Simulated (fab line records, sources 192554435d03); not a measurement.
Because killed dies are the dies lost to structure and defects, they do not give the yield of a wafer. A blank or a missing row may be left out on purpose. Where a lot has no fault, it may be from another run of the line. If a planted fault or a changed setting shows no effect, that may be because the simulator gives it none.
Matching of chambers | flow n5-finfet | 4 sister chambers for N5_MOL_CONTACT_COAG_CMP_52 on cmp-04
The step polishes, stops on SiO2, t overpolish 1.5 s, target thk 66.5 nm. 4 wafers are shown with their chamber, then 7 later ones without.

== WAFERS PAIRED WITH THEIR CHAMBERS ==
wafer  | chamber | motor-current-A (A)
L078.4 | 1       | 13.0
L087.5 | 0       | 11.8
L091.3 | 3       | 11.1
L091.4 | 2       | 13.1

== WAFERS WITHOUT THEIR CHAMBER ==
wafer  | motor-current-A (A)
L091.6 | 12.4
L094.1 | 13.4
L094.2 | 10.9
L094.3 | 11.8
L097.3 | 13.6
L097.4 | 12.9
L097.6 | 12.6

== WHICH CHAMBER EACH ONE RAN IN ==
wafer  | from the rows above               | in truth
L091.6 | can't be placed: 0 or 1 or 2 or 3 | 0
L094.1 | can't be placed: 2 or 1           | 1
L094.2 | can't be placed: 3 or 0           | 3
L094.3 | can't be placed: 0 or 3           | 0
L097.3 | can't be placed: 2 or 1           | 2
L097.4 | can't be placed: 1 or 2           | 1
L097.6 | can't be placed: 1 or 2 or 0      | 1
0 of 7 placed correctly. From these rows, 7 cannot be placed; in 7 the true chamber is one of the candidates. Placed wrongly: 0.
How it was worked out, from the rows above alone: a wafer's distance from a chamber is the root of the sum, over the readings, of the square of ((its reading less the chamber's mean) divided by the reading's scatter). The wafer belongs to the nearest chamber; if the next one is less than 2 further off, it can't be placed. For every chamber, the mean is computed from those of its wafers that are shown. The scatter (one wafer shown for each chamber): square how far every hidden wafer sits from the nearest shown wafer, average those squares and take the square root.
